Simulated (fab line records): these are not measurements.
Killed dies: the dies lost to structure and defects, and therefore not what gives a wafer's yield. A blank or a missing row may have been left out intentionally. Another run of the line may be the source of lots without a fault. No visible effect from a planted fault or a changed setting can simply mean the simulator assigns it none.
fab line records	flow n5-finfet
record lots=10	wafers=30	last-day=17
route steps=1938 shown BEOL_M8@1371 BEOL_M15@1812 MIM_TOP@1835 MIM_TOP_ETCH@1851 PASSIVATION@1936
lots untouched by any fault: they come from a run of this same line in which no faults occurred
start-h: hours from the record's opening day to when the first of the lot's shown wafers began	wait-h: hours since the lot's step before	" as in the row above	L1.1+2: several wafers, shown together as one row	- either no value or no given start	* or withheld: withheld	< > ~ a bound
route shown NAME@n: NAME is a module with steps in the file, n the number in the route of the first one	usual: average and standard deviation across the fault-free wafers	same: alike in all rows	chamber/n: place in a boat	sites: each site's reading	_std_site: how widely they spread, as a standard deviation	_edge_site: mean of outer sites minus mean of inner sites	radius-mm: for every site, how far away it sits from the centre of the wafer	mask NAME#n: copy n	behind: the most recent tool/chamber to have shaped the wafer	hold: cause of the lot's hold/its duration in hours/its outcome	device: whichever transistor did not switch (one of n, p or np)	end of line: the route-end tests of the same wafers	a step without rows: its recipe alone	killed: at the first sort, the dies lost to defects and structure; wafer yield is something else	map: shows each die of a wafer: x if killed, . if not, _ if none is there
set.NAME: the setting that was run; set.NAME@STEP: the one run at that earlier step	model.NAME: the simulator's own value behind a step, which no gauge read
a sample of lots followed through the steps of the route, with each step as a table and each wafer as a row
services: a tool's chamber out of use, with start hour (start-h, from the record's first day; less than 0 if before it), hours out, and reason
## steps
# step N5_BEOL_M8_ETCH_66
# recipe chemistry=N2/H2	target=SOC	target-depth-a=800	overetch-a=160	mask-material=SiARC	temp-c=40	time-s=120	ion-energy-ev=200	pressure-mtorr=30	source-w=840	bias-w=150	n2-flow-sccm=200	h2-flow-sccm=200
# usual drypump-motor-current-A=5.8/0.42	oes-product-au=0.61/0.057	rf-vpp-V=524.9/2.4	showerhead-plenum-p-Torr=2.59/0.086	throttle-valve-pct=17.63/0.24
lot.wafer	tool	chamber	start-h	wait-h	drypump-motor-current-A	oes-product-au	rf-hours-counter-h	rf-vpp-V	showerhead-plenum-p-Torr	throttle-valve-pct
L142.2	rie-diel-06	1	220.98	0.0	6.4	0.65	79	527.4	2.69	17.75
L142.3	"	2	"	"	5.7	0.57	169	521.1	2.43	17.82
L142.4	"	0	"	"	5.9	0.56	167	523.7	2.53	17.64
L143.1	rie-diel-06	3	224.01	0.0	6.6	0.52	249	518.5	2.40	17.61
L143.4	"	0	"	"	5.9	0.56	169	523.2	2.53	17.63
L143.5	"	0	"	"	5.9	0.56	-	523.0	2.53	17.64
L145.3	rie-diel-05	0	238.89	0.0	5.1	0.66	40	527.1	2.71	17.86
L145.4	"	1	"	"	5.7	0.55	-	526.8	2.65	17.64
L145.5	"	2	"	"	5.8	0.67	-	525.5	2.59	17.19
L146.3	rie-diel-06	1	249.46	0.0	6.5	0.63	90	527.6	2.68	17.77
L146.5	"	2	"	"	5.7	0.57	-	521.7	2.43	17.85
L146.6	"	0	"	"	5.9	0.55	-	521.4	2.53	17.69
L148.1	rie-diel-05	3	256.80	0.0	5.9	0.73	5	522.4	2.50	17.56
L148.4	"	1	"	"	5.7	0.55	168	526.0	2.65	17.63
L148.5	"	1	"	"	5.7	0.54	-	527.9	2.65	17.65
L149.1	rie-diel-06	1	281.75	0.0	6.4	0.63	97	526.3	2.68	17.79
L149.2	"	0	"	"	5.9	0.54	190	523.5	2.52	17.68
L149.6	"	3	"	"	6.6	0.72	-	529.0	2.72	17.18
L153.2	rie-diel-04	3	284.88	0.0	5.6	0.66	46	524.3	2.58	17.46
L153.5	"	2	"	"	5.9	0.59	-	525.3	2.56	18.09
L153.6	"	3	"	"	5.6	0.66	-	526.1	2.58	17.47
L157.2	rie-diel-04	2	319.97	0.0	5.9	0.58	142	524.2	2.55	18.09
L157.4	"	3	"	"	5.6	0.64	59	525.7	2.58	17.47
L157.5	"	0	"	"	5.4	0.62	-	524.1	2.56	17.69
L159.1	rie-diel-04	0	335.96	0.0	5.4	0.61	104	524.9	2.55	17.69
L159.3	"	2	"	"	5.9	0.58	147	524.6	2.55	18.11
L159.4	"	3	"	"	5.6	0.64	64	525.6	2.58	17.50
L162.3	rie-diel-05	3	348.72	0.0	5.9	0.67	39	524.5	2.49	17.62
L162.4	"	3	"	"	5.9	0.67	-	521.4	2.49	17.63
L162.6	"	1	"	"	5.7	0.53	-	526.0	2.63	17.71
# step N5_BEOL_M15_STRIP_62
# recipe chemistry=O2	power-w=600	temp-c=60	pressure-mtorr=30	rf-frequency-hz=6e+07	bias-power-w=0	overash-fraction=0.3	o2-flow-sccm=225
# usual drypump-motor-current-A=5.7/0.52	oes-product-au=0.82/0.07	rf-vpp-V=3.7/0.56	showerhead-plenum-p-Torr=2.11/0.062	throttle-valve-pct=16.56/0.16
lot.wafer	tool	chamber	start-h	wait-h	drypump-motor-current-A	oes-product-au	rf-hours-counter-h	rf-vpp-V	showerhead-plenum-p-Torr	throttle-valve-pct
L142.2	rie-diel-01	0	-	-	5.8	0.82	74	4.3	2.22	16.77
L142.3	"	1	"	"	5.7	0.75	163	2.9	2.10	16.64
L142.4	"	2	"	"	4.8	0.80	107	4.2	2.03	16.45
L143.1	rie-diel-01	0	-	-	5.8	0.80	76	3.4	2.22	16.79
L143.4	"	3	"	"	5.5	0.86	64	3.9	2.13	16.61
L143.5	"	2	"	"	4.8	0.81	-	3.6	2.03	16.45
L145.3	rie-diel-01	3	-	-	5.5	0.84	68	3.4	2.13	16.60
L145.4	"	1	"	"	5.7	0.76	170	3.3	2.09	16.65
L145.5	"	2	"	"	4.8	0.79	-	3.0	2.02	16.46
L146.3	rie-diel-03	0	-	-	5.7	0.88	51	3.6	2.05	16.19
L146.5	"	3	"	"	5.7	0.84	-	3.4	2.13	16.60
L146.6	"	2	"	"	6.4	0.83	-	4.1	2.21	16.49
L148.1	rie-diel-02	0	-	-	6.1	0.72	186	2.9	2.17	16.39
L148.4	"	3	"	"	4.9	0.93	7	2.7	2.14	16.48
L148.5	"	3	"	"	4.9	0.94	-	3.3	2.14	16.46
L149.1	rie-diel-03	0	-	-	5.7	0.87	62	3.6	2.05	16.22
L149.2	"	2	"	"	6.4	0.82	85	4.3	2.20	16.52
L149.6	"	0	"	"	5.7	0.87	-	3.3	2.05	16.22
L153.2	rie-diel-02	1	-	-	5.8	0.89	36	4.0	2.04	16.72
L153.5	"	0	"	"	6.1	0.72	-	4.0	2.16	16.42
L153.6	"	1	"	"	5.8	0.89	-	3.7	2.04	16.72
L157.2	rie-diel-03	1	-	-	6.6	0.95	4	4.2	2.14	16.36
L157.4	"	0	"	"	5.7	0.84	75	5.0	2.04	16.26
L157.5	"	0	"	"	5.7	0.84	-	2.6	2.04	16.24
L159.1	rie-diel-02	3	-	-	4.9	0.87	30	3.6	2.13	16.52
L159.3	"	2	"	"	5.1	0.76	142	4.0	2.01	16.78
L159.4	"	0	"	"	6.1	0.72	209	3.8	2.16	16.44
L162.3	rie-diel-03	0	-	-	5.6	0.84	81	5.0	2.04	16.25
L162.4	"	2	"	"	6.4	0.79	104	3.3	2.20	16.57
L162.6	"	0	"	"	5.6	0.84	-	4.5	2.04	16.26
# step N5_MIM_TOP_ALD_01
# recipe material=HfO2	target-thk-a=56	temp-c=withheld	ald-precursor-family=Hf-amide	ald-co-reactant=O3	pulse-time-s=1	purge-time-s=3	co-reactant-purge-time-s=2	co-reactant-pulse-time-s=3	ald-cycles=62
# usual precursor-pulse-height-rel=1.002/0.02
# same co-reactant-purge-time-s=2
lot.wafer	tool	chamber	start-h	wait-h	precursor-pulse-height-rel
L142.2	ald-hk-03	0	-	-	1.010
L142.3	"	1	"	"	1.024
L142.4	"	3	"	"	1.018
L143.1	ald-hk-03	1	-	-	1.011
L143.4	"	0	"	"	1.015
L143.5	"	0	"	"	0.994
L145.3	ald-hk-02	2	-	-	0.974
L145.4	"	0	"	"	1.041
L145.5	"	3	"	"	1.018
L146.3	ald-hk-02	3	-	-	1.028
L146.5	"	0	"	"	0.968
L146.6	"	3	"	"	1.026
L148.1	ald-hk-01	0	-	-	1.009
L148.4	"	3	"	"	1.022
L148.5	"	1	"	"	1.015
L149.1	ald-hk-03	2	-	-	0.990
L149.2	"	1	"	"	0.969
L149.6	"	2	"	"	0.983
L153.2	ald-hk-02	2	-	-	0.979
L153.5	"	2	"	"	1.018
L153.6	"	1	"	"	1.026
L157.2	ald-hk-02	0	-	-	1.000
L157.4	"	2	"	"	1.003
L157.5	"	0	"	"	0.994
L159.1	ald-hk-02	1	-	-	1.037
L159.3	"	2	"	"	1.000
L159.4	"	0	"	"	1.001
L162.3	ald-hk-02	2	-	-	0.994
L162.4	"	0	"	"	0.979
L162.6	"	2	"	"	0.993
# step N5_MIM_TOP_ETCH_ETCH_00
# recipe chemistry=Cl2/BCl3	target=TiN	target-depth-a=385	ion-energy-ev=150	pressure-mtorr=10	icp-w=1000	bias-w=126	Cl2_flow_sccm=53.25	bcl3-flow-sccm=21.75	Ar_flow_sccm=25
# usual drypump-motor-current-A=5.8/0.45	mfc-cl2-sccm=53.26/0.15	oes-product-au=0.74/0.087	throttle-valve-pct=22.90/0.17
lot.wafer	tool	chamber	start-h	wait-h	drypump-motor-current-A	mfc-cl2-sccm	oes-product-au	rf-hours-counter-h	throttle-valve-pct
L142.2	rie-metal-02	1	275.06	0.1	6.3	53.29	0.65	99	23.30
L142.3	"	1	"	"	6.3	53.33	0.65	-	23.31
L142.4	"	0	"	"	6.0	53.32	0.65	-	22.89
L143.1	rie-metal-01	1	280.40	0.1	5.9	53.45	0.68	86	22.80
L143.4	"	1	"	"	5.9	53.25	0.68	-	22.79
L143.5	"	0	"	"	5.0	53.50	0.71	-	22.75
L145.3	rie-metal-01	1	294.59	0.1	5.9	53.15	0.68	-	22.79
L145.4	"	0	"	"	5.0	53.40	0.71	-	22.75
L145.5	"	1	"	"	5.9	53.32	0.68	-	22.81
L146.3	rie-metal-01	1	305.28	0.1	5.9	53.21	0.68	-	22.80
L146.5	"	1	"	"	5.9	53.43	0.68	-	22.82
L146.6	"	0	"	"	5.0	53.11	0.71	-	22.75
L148.1	rie-metal-01	1	313.95	0.1	5.9	53.52	0.68	89	22.82
L148.4	"	1	"	"	5.9	53.58	0.68	-	22.80
L148.5	"	1	"	"	5.9	53.57	0.68	-	22.80
L149.1	rie-metal-03	1	345.07	0.1	6.0	53.09	0.85	16	22.89
L149.2	"	0	"	"	6.1	53.40	0.76	60	23.09
L149.6	"	0	"	"	6.1	53.35	0.76	-	23.10
L153.2	rie-metal-03	0	349.89	0.1	6.2	53.49	0.74	60	23.10
L153.5	"	1	"	"	6.0	53.12	0.85	-	22.89
L153.6	"	0	"	"	6.1	53.13	0.75	-	23.10
L157.2	rie-metal-01	1	380.24	0.1	5.9	53.12	0.67	96	22.81
L157.4	"	1	"	"	5.9	53.28	0.66	-	22.82
L157.5	"	0	"	"	5.0	53.39	0.69	-	22.77
L159.1	rie-metal-01	0	387.22	0.1	5.1	53.29	0.70	75	22.78
L159.3	"	1	"	"	5.9	52.98	0.66	-	22.83
L159.4	"	0	"	"	5.0	53.23	0.69	-	22.79
L162.3	rie-metal-02	1	406.14	0.1	6.3	53.30	0.90	-	22.97
L162.4	"	0	"	"	6.0	53.17	0.95	-	22.57
L162.6	"	0	"	"	6.0	53.27	0.94	-	22.59
# step N5_PASSIVATION_PROBE_49
# usual defect-limited-yield=91.3/1.4	killed_at_M0_to_M3=34/10	killed_at_M4_up=13/4.8	killed-at-contacts=12/6.1	killed-at-front-end=40/11	killed-at-other=3.7/2.8	killed-dies=103/16	killed-open=67/12	killed-short=34/7.4	sort_bin_5_function=5.1/0.95	sort_bin_6_memory=3.2/0.62	sort-n-pass=1077/16	sort-yield-pct=91.3/1.4
# same gross-dies=1180	killed-at-back-side=0	sort_bin_4_leakage[%]=0	sort_bin_8_speed[%]=0
lot.wafer	tool	chamber	start-h	wait-h	defect-limited-yield[%]	killed_at_M0_to_M3	killed_at_M4_up	killed-at-contacts	killed-at-front-end	killed-at-other	killed-dies	killed-open	killed-short	sort_bin_5_function[%]	sort_bin_6_memory[%]	sort-n-pass	sort-yield-pct[%]
L157.2	prober-01	-	391.21	0.1	80.3	35	135	11	47	4	232	72	40	11.6	5.1	948	80.3
L157.4	prober-01	-	391.31	0.2	91.6	32	18	6	37	6	99	67	31	4.3	3.8	1081	91.6
L157.5	prober-01	-	391.36	0.2	91.1	42	14	5	39	5	105	70	35	5.7	3.1	1075	91.1
L159.1	prober-01	-	401.44	0.5	91.7	36	7	11	38	6	98	53	43	4.9	3.1	1082	91.7
L159.3	prober-01	-	401.54	0.6	81.5	46	136	0	33	3	218	53	35	12.0	4.2	962	81.5
L159.4	prober-01	-	401.59	0.7	91.9	48	13	6	27	1	95	62	31	4.2	3.6	1085	91.9
# killed by level:class
L157.2 BEOL_M8:unspecified=118 STI_FIN_REVEAL:geometric-particle:open=19 MOL_CONTACT_COAG:geometric-particle:open=8 BEOL_M0_SAQP:geometric-particle:short=8 BEOL_M2:geometric-particle:open=7 FIN_SAQP:geometric-particle:short=6 BEOL_M4:geometric-particle:open=6 BEOL_M3:geometric-particle:open=5
L157.4 BEOL_M0_SAQP:geometric-particle:open=11 BEOL_M4:geometric-particle:open=10 STI_FIN_REVEAL:geometric-particle:open=9 DUMMY_GATE:geometric-particle:open=7 BEOL_M3:geometric-particle:open=7 MOL_CONTACT_COAG:geometric-particle:open=6 BEOL_M0_SAQP:geometric-particle:short=6 FIN_SAQP:geometric-particle:short=5
L157.5 BEOL_M0_SAQP:geometric-particle:open=13 STI_FIN_REVEAL:geometric-particle:open=11 BEOL_M2:geometric-particle:open=8 BEOL_M0_SAQP:geometric-particle:short=7 BEOL_M3:geometric-particle:open=7 FIN_SAQP:geometric-particle:short=6 FIN_SAQP:geometric-particle:open=5 MOL_CONTACT_COAG:geometric-particle:open=4
L159.1 BEOL_M2:geometric-particle:open=12 FIN_SAQP:geometric-particle:short=9 GATE_CUT:geometric-particle:short=8 BEOL_M3:geometric-particle:open=8 MOL_CONTACT_COAG:geometric-particle:open=6 MOL_CONTACT_COAG:geometric-particle:short=5 BEOL_M0_SAQP:geometric-particle:short=5 STI_FIN_REVEAL:geometric-particle:open=4
L159.3 BEOL_M8:unspecified=127 BEOL_M0_SAQP:geometric-particle:short=8 BEOL_M1:geometric-particle:open=8 BEOL_M3:geometric-particle:open=8 FIN_SAQP:geometric-particle:short=7 STI_FIN_REVEAL:geometric-particle:open=7 BEOL_M1:geometric-particle:short=6 BEOL_M0_SAQP:geometric-particle:open=5
L159.4 BEOL_M0_SAQP:geometric-particle:open=11 BEOL_M0_SAQP:geometric-particle:short=11 FIN_SAQP:geometric-particle:open=8 BEOL_M1:geometric-particle:open=8 FIN_SAQP:geometric-particle:short=5 STI_FIN_REVEAL:geometric-particle:open=5 MOL_CONTACT_COAG:geometric-particle:open=5 BEOL_M1:geometric-particle:short=5
## services
tool	chamber	start-h	hours	kind
rie-diel-03	3	214.67	3.1	repair
rie-diel-01	0	216.59	1.2	repair
rie-diel-02	-	219.04	0.7	repair
rie-metal-01	-	224.32	1.4	pm
rie-diel-03	2	224.91	9.3	repair
rie-diel-03	0	240.51	12.8	repair
rie-diel-02	3	256.42	2.8	repair
rie-diel-02	2	267.02	6.3	repair
rie-diel-01	0	301.30	18.0	repair
rie-diel-01	2	304.72	3.9	repair
rie-diel-04	0	314.36	2.7	repair
rie-diel-02	-	315.20	0.5	repair
ald-hk-03	-	319.58	14.6	pm
rie-metal-01	-	321.67	1.0	repair
ald-hk-02	-	326.15	14.6	pm
rie-diel-02	2	334.70	5.6	repair
rie-diel-05	0	344.58	14.1	repair
rie-diel-03	-	349.76	2.8	pm
rie-diel-03	2	355.42	7.3	repair
rie-diel-06	-	376.19	2.8	pm
rie-diel-03	0	381.20	5.1	repair
rie-diel-03	3	388.05	3.0	repair
ald-hk-02	-	395.15	8.7	pm
rie-metal-01	-	399.54	2.0	repair
## key
first-sign step=N5_PASSIVATION_PROBE_49	reading=killed_at_M4_up	direction=up	sigmas=25	usual=13	struck=136
effect step=N5_PASSIVATION_PROBE_49	reading=defect-limited-yield	direction=down	sigmas=7.7	usual=91.3	struck=80.9
more-kills-born-at N5_BEOL_M8_ETCH_66@rie-diel-04=245
met-at N5_BEOL_M8_ETCH_66
struck-lots L157,L159
struck-wafers L157.2,L159.3
not-acting-at N5_BEOL_M15_STRIP_62,N5_MIM_TOP_ALD_01,N5_MIM_TOP_ETCH_ETCH_00
onset-between 284.88 319.97
fault kind=chamber-particle-source	tool=rie-diel-04	chamber=2	onset-h=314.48	steps=N5_BEOL_M8_ETCH_66	rate-per-visit-cm2=0.80679	end-h=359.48
